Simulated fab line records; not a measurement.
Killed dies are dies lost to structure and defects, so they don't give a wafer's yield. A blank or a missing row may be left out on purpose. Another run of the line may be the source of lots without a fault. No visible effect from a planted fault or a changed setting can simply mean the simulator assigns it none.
Matching of chambers -- flow nand harc -- NHARC_A_CONTACT_ETCH_48 on rie diel-03: 4 sister chambers
The step etches the open film in CF4, target depth 39 nm, time 65 s. 14 wafers are shown with their chamber, then 7 later ones without.

## WAFERS WITH THEIR CHAMBER
wafer,chamber,showerhead plenum p Torr (Torr),drypump motor current A (A),rf vpp V (V)
L075.2,2,1.65,6.6,149.2
L075.4,3,1.76,6.3,150.8
L075.5,3,1.76,6.3,151.5
L079.4,3,1.76,6.4,150.7
L079.5,2,1.65,6.6,149.0
L079.6,0,1.78,5.6,151.1
L076.1,3,1.76,6.3,151.6
L076.2,0,1.78,5.7,151.1
L076.6,2,1.65,6.6,150.3
L080.2,1,1.81,5.6,151.6
L080.4,0,1.78,5.7,149.9
L080.5,0,1.78,5.7,150.9
L085.1,1,1.81,5.6,152.3
L085.2,0,1.77,5.7,150.6

SIGNATURES (averages over the wafers above)
reading,chamber 0,chamber 1,chamber 2,chamber 3,scatter within a chamber
showerhead plenum p Torr,1.7780,1.8100,1.6500,1.7600,0.00283
drypump motor current A,5.680,5.600,6.600,6.325,0.0394
rf vpp V,150.720,151.950,149.500,151.150,0.537
Rule: a wafer lies at a distance from a chamber equal to the root of the sum of squares, over the readings, of (its reading less the chamber's mean, divided by the reading's scatter). If the next closest chamber is less than 2 further off than the closest, the wafer can't be placed; otherwise it belongs to the closest. The scatter: the root of (the sum of the squares of (reading less its chamber's mean) over the shown wafers, divided by (wafers less chambers)).

## WAFERS WITHOUT THEIR CHAMBER
wafer,showerhead plenum p Torr (Torr),drypump motor current A (A),rf vpp V (V)
L085.6,1.64,6.6,150.6
L083.2,1.77,5.6,151.2
L083.3,1.64,6.6,150.8
L083.4,1.81,5.6,152.5
L097.1,1.76,5.7,150.5
L097.2,1.90,6.6,151.3
L097.5,1.80,5.6,151.9

## THE CHAMBER EACH PASSED THROUGH
wafer,from the rows above,in truth
L085.6,2,2
L083.2,0,0
L083.3,2,2
L083.4,1,1
L097.1,0,0
L097.2,1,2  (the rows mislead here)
L097.5,1,1
6 of 7 placed correctly. Not placeable from these rows: 0. Wrongly placed: 1.
